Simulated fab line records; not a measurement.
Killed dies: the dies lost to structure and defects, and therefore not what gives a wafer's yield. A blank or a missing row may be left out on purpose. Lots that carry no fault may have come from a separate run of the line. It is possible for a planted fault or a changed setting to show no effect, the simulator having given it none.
Chamber matching || flow nandHarc || NHARC_A_STAIRCASE_TRIM_229 on rieDiel-06: 4 sister chambers
The step chemistry O2, time 211.2 s. 4 wafers are shown with their chamber, then 9 later ones without.

## WAFERS PAIRED WITH THEIR CHAMBERS
{"wafer": "L083.5", "chamber": 3, "showerheadPlenumPTorr (Torr)": 3.67}
{"wafer": "L081.1", "chamber": 1, "showerheadPlenumPTorr (Torr)": 3.64}
{"wafer": "L081.2", "chamber": 0, "showerheadPlenumPTorr (Torr)": 3.47}
{"wafer": "L081.5", "chamber": 2, "showerheadPlenumPTorr (Torr)": 3.60}

## WAFERS MISSING THEIR CHAMBER
{"wafer": "L089.4", "showerheadPlenumPTorr (Torr)": 3.59}
{"wafer": "L089.5", "showerheadPlenumPTorr (Torr)": 3.64}
{"wafer": "L089.6", "showerheadPlenumPTorr (Torr)": 3.59}
{"wafer": "L092.1", "showerheadPlenumPTorr (Torr)": 3.46}
{"wafer": "L092.3", "showerheadPlenumPTorr (Torr)": 3.66}
{"wafer": "L092.5", "showerheadPlenumPTorr (Torr)": 3.66}
{"wafer": "L097.1", "showerheadPlenumPTorr (Torr)": 3.63}
{"wafer": "L097.2", "showerheadPlenumPTorr (Torr)": 3.45}
{"wafer": "L097.6", "showerheadPlenumPTorr (Torr)": 3.58}

## WHICH CHAMBER EACH WENT THROUGH
{"wafer": "L089.4", "from the rows above": 2, "in truth": 2}
{"wafer": "L089.5", "from the rows above": 1, "in truth": 1}
{"wafer": "L089.6", "from the rows above": 2, "in truth": 2}
{"wafer": "L092.1", "from the rows above": 0, "in truth": 0}
{"wafer": "L092.3", "from the rows above": "can't be placed: 3 or 1", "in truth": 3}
{"wafer": "L092.5", "from the rows above": "can't be placed: 3 or 1", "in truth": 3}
{"wafer": "L097.1", "from the rows above": "can't be placed: 1 or 2", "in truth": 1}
{"wafer": "L097.2", "from the rows above": 0, "in truth": 0}
{"wafer": "L097.6", "from the rows above": 2, "in truth": 2}
Correctly placed: 6 of 9. Not placeable from these rows: 3 (in 3, the candidates include the true chamber). Placed wrongly: 0.
How it was worked out, from the rows above alone: a wafer's distance from a chamber is the root of the sum, over the readings, of the square of ((its reading less the chamber's mean) divided by the reading's scatter). The wafer belongs to the nearest chamber; if the next one is less than 2 further off, it can't be placed. A chamber's mean is the mean of its shown wafers. The scatter: with one shown wafer a chamber, the root of the mean of the squares of how far each hidden wafer lies from its nearest shown one.
